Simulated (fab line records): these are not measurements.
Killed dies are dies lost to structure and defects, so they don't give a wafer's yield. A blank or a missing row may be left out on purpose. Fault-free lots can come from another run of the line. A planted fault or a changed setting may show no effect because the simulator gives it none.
Chamber matching + flow nandHarc + rieDiel-07 running NHARC_A_CHANNEL_FILL_D1_ETCHBACK_20: 4 sister chambers
The step etches the open film in C4F8/O2/Ar, target depth 27 nm, time 13.5 s. 4 wafers are shown with their chamber, then 7 later ones without.

## WAFERS PAIRED WITH THEIR CHAMBERS
| wafer  | chamber | rfVppV (V) |
|--------|---------|------------|
| L083.1 | 2       | 978        |
| L087.5 | 3       | 978        |
| L090.1 | 0       | 981        |
| L090.4 | 1       | 970        |

## WAFERS WHOSE CHAMBER IS MISSING
| wafer  | rfVppV (V) |
|--------|------------|
| L090.6 | 983        |
| L091.1 | 982        |
| L091.2 | 977        |
| L091.3 | 970        |
| L095.2 | 981        |
| L095.5 | 982        |
| L095.6 | 969        |

## CHAMBER TAKEN BY EACH
| wafer  | from the rows above     | in truth |
|--------|-------------------------|----------|
| L090.6 | 0                       | 0        |
| L091.1 | 0                       | 0        |
| L091.2 | can't be placed: 2 or 3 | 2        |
| L091.3 | 1                       | 1        |
| L095.2 | 0                       | 0        |
| L095.5 | 0                       | 0        |
| L095.6 | 1                       | 1        |
Correct placement for 6 of the 7. Unplaceable from these rows: 1, with the true chamber sitting among the candidates in 1. 0 placed wrongly.
How it was worked out, from the rows above alone: a wafer's distance from a chamber is the root of the sum, over the readings, of the square of ((its reading less the chamber's mean) divided by the reading's scatter). If the next closest chamber is less than 2 further off than the closest, the wafer can't be placed; otherwise it belongs to the closest. For every chamber, the mean is computed from those of its wafers that are shown. The scatter: with one shown wafer a chamber, the root of the mean of the squares of how far each hidden wafer lies from its nearest shown one.
